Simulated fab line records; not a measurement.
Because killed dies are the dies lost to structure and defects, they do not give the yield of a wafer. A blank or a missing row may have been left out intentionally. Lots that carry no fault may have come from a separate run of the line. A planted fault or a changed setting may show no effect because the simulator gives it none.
Comparing a struck lot with a sound one | flow n5 finfet | 14 out of 1938 route steps
Sound: these wafers, L607.3, L607.5, L607.6. Wafers struck: L612.3, L612.4, L612.5. At the end, the cause is stated.
For every step that has rows: the tool of each side, followed by ch and its chambers, followed by its first start. Under that, the readings that differ: sound wafers | struck wafers | difference of the means | sigmas: that difference in standard deviations of wafers without a fault.
alike: same words and numbers on both sides, and readings whose means sit less than 2 such deviations apart. not compared: any withheld reading, any reading some wafer has no value for, any bound like >300 that may hide the same value, and any number with overlapping values for which the record gives no deviation.
The two part at a step that has a row with sigmas, a row that says differs or no value, or rows on one side only. When numbers do not overlap yet have no deviation, they are printed without sigmas and do not part them. A reading missing from all wafers of one side parts the sides only when that side holds two or more wafers.

first, 3 steps without rows for these wafers: N5_FIN_SAQP_PRECLEAN_38 (cleans in O3/DIW, time 45 s); N5_FIN_SAQP_PRECLEAN_45 (cleans in dHF, time 10 s); N5_FIN_SAQP_SRD_39 (time 30 s).
N5_FIN_SAQP_OCD_MEAS_76:
  struck on ocd-01, day 3 09:22; sound on ocd-02, day 2 04:22
  alike: trench depth nm
N5_FIN_SAQP_INSPECT_40: inspects for defects (brightfield).
  struck on defect inspect-01, day 3 09:24; sound on defect inspect-02, day 2 04:23
  alike: raw defect count
then, 7 steps without rows for these wafers: N5_FIN_CUT_COAT_18 (time 60 s, resist thk 230 nm); N5_FIN_CUT_COAT_19 (time 60 s, resist thk 20 nm); N5_FIN_CUT_COAT_29 (time 60 s, resist thk 10 nm); N5_FIN_CUT_COAT_02 (resist thk 30 nm); N5_FIN_CUT_EBR_04; N5_FIN_CUT_SOFTBAKE_03 (time 60 s); N5_FIN_CUT_EXPOSE_05 (exposes mask FIN CUT).
N5_FIN_CUT_PEB_06: peb time 60 s.
  struck on litho track-03, day 3 09:38; sound on litho track-03 ch 0, day 2 04:37
  no value came back on the struck wafers for chill plate temp C (C), exhaust pa (Pa); on the sound wafers chill plate temp C (C) reads 22.96 22.85 22.97
then, 1 step without rows for these wafers: N5_FIN_CUT_DEVELOP_07 (develop time 30 s).

== WHERE THEY PART ==
Only at N5_FIN_CUT_PEB_06, within this record.

WHY: what had been put in by the simulator
Entire step skipped (litho track-03, N5_FIN_CUT_PEB_06), from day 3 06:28 onward. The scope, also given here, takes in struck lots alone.
